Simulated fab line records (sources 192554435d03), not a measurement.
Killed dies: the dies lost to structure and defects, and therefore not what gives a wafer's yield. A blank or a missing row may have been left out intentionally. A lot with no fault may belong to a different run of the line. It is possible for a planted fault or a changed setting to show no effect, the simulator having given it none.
Matching of chambers ; flow n5Finfet ; N5_PMOS_HMC_CHANNEL_EPI_DESCUM_14 on rieDiel-06 has 4 sister chambers
The step chemistry O2, time 7.9 s. 4 wafers are shown with their chamber, then 7 later ones without.

WAFERS WITH THEIR CHAMBER
wafer;chamber;showerheadPlenumPTorr (Torr)
L076.2;2;2.02
L083.2;3;1.98
L086.1;1;1.95
L086.4;0;2.20

WAFERS WITH NO CHAMBER GIVEN
wafer;showerheadPlenumPTorr (Torr)
L086.5;2.02
L089.1;2.01
L089.2;2.20
L089.4;2.20
L095.2;2.01
L095.3;1.95
L095.6;1.97

CHAMBER TAKEN BY EACH
wafer;from the rows above;in truth
L086.5;2;2
L089.1;2;2
L089.2;0;0
L089.4;0;0
L095.2;2;2
L095.3;1;1
L095.6;can't be placed: 3 or 1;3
Correct placement for 6 of the 7. These rows do not allow placing 1 (true chamber among the candidates in 1). 0 placed wrongly.
How it was worked out, from the rows above alone: a wafer's distance from a chamber is the root of the sum, over the readings, of the square of ((its reading less the chamber's mean) divided by the reading's scatter). If the next closest chamber is less than 2 further off than the closest, the wafer can't be placed; otherwise it belongs to the closest. A chamber's mean is the mean of its shown wafers. The scatter (one wafer shown for each chamber): square how far every hidden wafer sits from the nearest shown wafer, average those squares and take the square root.
